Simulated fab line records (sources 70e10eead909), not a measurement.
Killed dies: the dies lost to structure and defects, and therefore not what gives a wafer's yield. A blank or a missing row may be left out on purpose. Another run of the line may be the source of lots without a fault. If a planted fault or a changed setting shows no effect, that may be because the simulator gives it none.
Matching of chambers	flow nandHarc	NHARC_A_BONDPAD_CMP_19 on cmp-04 has 4 sister chambers
The step polishes, t overpolish 30 s, cu recess touch 16 s, target thk 169.82 nm. 4 wafers are shown with their chamber, then 7 later ones without.

## WAFERS WITH THEIR CHAMBER
wafer	chamber	motorCurrentA (A)
L471.1	1	14.1
L471.5	0	12.9
L475.2	2	14.0
L475.3	3	11.6

## WAFERS WITH NO CHAMBER GIVEN
wafer	motorCurrentA (A)
L475.5	11.8
L474.3	13.2
L474.5	12.6
L474.6	11.9
L476.2	14.2
L476.3	12.8
L476.4	13.5

## CHAMBER TAKEN BY EACH
wafer	from the rows above	in truth
L475.5	3	3
L474.3	can't be placed: 0 or 2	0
L474.5	0	0
L474.6	3	3
L476.2	can't be placed: 1 or 2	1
L476.3	0	0
L476.4	can't be placed: 2 or 0 or 1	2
Placed correctly: 4 of 7. Not placeable from these rows: 3 (in 3, the candidates include the true chamber). Placed wrongly: 0.
How it was worked out, from the rows above alone: a wafer's distance from a chamber is the root of the sum, over the readings, of the square of ((its reading less the chamber's mean) divided by the reading's scatter). If the next closest chamber is less than 2 further off than the closest, the wafer can't be placed; otherwise it belongs to the closest. The mean given for a chamber averages the wafers shown for that chamber. The scatter: root of mean squared gap, hidden wafer to nearest shown wafer, with one shown wafer a chamber.
